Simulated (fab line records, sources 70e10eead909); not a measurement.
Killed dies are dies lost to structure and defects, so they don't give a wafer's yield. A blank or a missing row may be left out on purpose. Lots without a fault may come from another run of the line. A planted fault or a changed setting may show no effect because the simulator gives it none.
A struck lot beside a sound one | flow nand_harc | 15 steps out of a route of 1302
Sound: wafers L653.3, L653.4, L653.6. Struck: wafers L647.3, L647.4, L647.5. The cause comes at the end.
At each step with rows: each side's tool, then ch and its chambers, then its first start. Under that, the readings that differ: sound wafers | struck wafers | difference of the means | sigmas: that difference in standard deviations of wafers without a fault.
alike: readings whose means differ by less than 2 such deviations, and words and numbers that are the same on both sides. not compared: withheld readings, readings that some wafer has no value for, bounds like >300 that may hide the same value, and numbers for which the record gives no deviation and whose values overlap.
The two part at a step that has a row with sigmas, a row that says differs or no value, or rows on one side only. Numbers that don't overlap but have no deviation are shown without sigmas and don't part them. A reading that every wafer of one side lacks parts them only if that side has two wafers or more.

NHARC_A_CHANNEL_HOLE_D2_STRIP_28: strips in O2.
  sound on rie_diel-03 ch 0,2,3; struck on rie_diel-08 ch 0,1
  alike: drypump_motor_current_A, oes_product_au, rf_vpp_V, showerhead_plenum_p_Torr, throttle_valve_pct
  not compared: rf_hours_counter_h
then, 2 steps without rows for these wafers: NHARC_A_CHANNEL_HOLE_D2_PRECLEAN_29 (cleans in SC1); NHARC_A_CHANNEL_HOLE_D2_SRD_30.
NHARC_A_CHANNEL_HOLE_D2_CD_MEAS_31:
  sound on cd_sem-02, day 20 21:47; struck on cd_sem-01, day 18 16:43
  alike: cd_nm
NHARC_A_CHANNEL_HOLE_D2_XSEM_32:
  sound on xsem-02 ch 0, day 20 21:52; struck on xsem-01 ch 0, day 18 16:48
  alike: bot_cd_nm, bow_nm, tilt_deg
NHARC_A_CHANNEL_HOLE_D2_INSPECT_40:
  sound on defect_inspect-02, day 20 21:58; struck on defect_inspect-02, day 18 16:53
  reading          | sound       | struck      | difference | sigmas
  raw_defect_count | 242 352 382 | 161 153 180 | -161       | -2
then, 2 steps without rows for these wafers: NHARC_A_CHANNEL_FILL_D2_PRECLEAN_00 (cleans in SC1); NHARC_A_CHANNEL_FILL_D2_SRD_01.
NHARC_A_CHANNEL_FILL_D2_ALD_02: deposits SiO2, target thk 6 nm, pulse time 10 s, ald cycles 60.
  sound on ald_hk-04 ch 2,3, day 20 22:14; struck on ald_hk-03 ch 0,1,3, day 18 17:14
  alike: heater_power_w, precursor_pulse_height_rel, susceptor_temp_C
NHARC_A_CHANNEL_FILL_D2_ALD_03: deposits SiNx, target thk 6 nm, pulse time 60 s, ald cycles 58.
  sound on ald_sin_batch-02 ch 0; struck on ald_sin_batch-02 ch 0
  reading              | sound             | struck | difference                    | sigmas
  susceptor_temp_C (C) | 629.6 629.6 629.5 | - - -  | no value on the struck wafers |
  alike: precursor_pulse_height_rel
then, 1 step without rows for these wafers: NHARC_A_CHANNEL_FILL_D2_ALD_14 (deposits SiO2, target thk 2.5 nm, pulse time 10 s, ald cycles 25).
NHARC_A_CHANNEL_FILL_D2_ALD_15: deposits SiNx, target thk 2 nm, pulse time 60 s, ald cycles 19.
  sound on ald_sin_batch-03 ch 0; struck on ald_sin_batch-02 ch 0
  reading              | sound | struck            | difference                   | sigmas
  susceptor_temp_C (C) | - - - | 630.1 630.3 629.7 | no value on the sound wafers |
  alike: precursor_pulse_height_rel
NHARC_A_CHANNEL_FILL_D2_ALD_16: deposits SiO2, target thk 1.5 nm, pulse time 10 s, ald cycles 15.
  sound on ald_hk-04 ch 0,1,2, day 21 11:05; struck on ald_hk-02 ch 0,2,3, day 19 05:43
  reading              | sound                | struck               | difference | sigmas
  susceptor_temp_C (C) | 300.02 300.02 299.92 | 297.11 297.34 297.35 | -2.72      | -15
  alike: heater_power_w, precursor_pulse_height_rel
then, 1 step without rows for these wafers: NHARC_A_CHANNEL_FILL_D2_ANNEAL_17 (time 1800 s).
-- the record jumps here: 10 days lie between the struck wafers' starts before and after (it left off in module A_CHANNEL_FILL_D2 and takes up again in module END, whose first step shown is number 1302 of the route) --
NHARC_END_SORT_01:
  sound on prober-01 ch 0, day 31 14:40; struck on prober-01 ch 0, day 29 07:25
  alike: killed_at_array, killed_at_other, killed_at_periphery, killed_dies, killed_open, killed_short

WHERE THEY PART
First at NHARC_A_CHANNEL_HOLE_D2_INSPECT_40; last, within this record, at NHARC_A_CHANNEL_FILL_D2_ALD_16. Later steps at which nothing parts them and some readings are alike: NHARC_END_SORT_01.

WHY: what the simulator had put in
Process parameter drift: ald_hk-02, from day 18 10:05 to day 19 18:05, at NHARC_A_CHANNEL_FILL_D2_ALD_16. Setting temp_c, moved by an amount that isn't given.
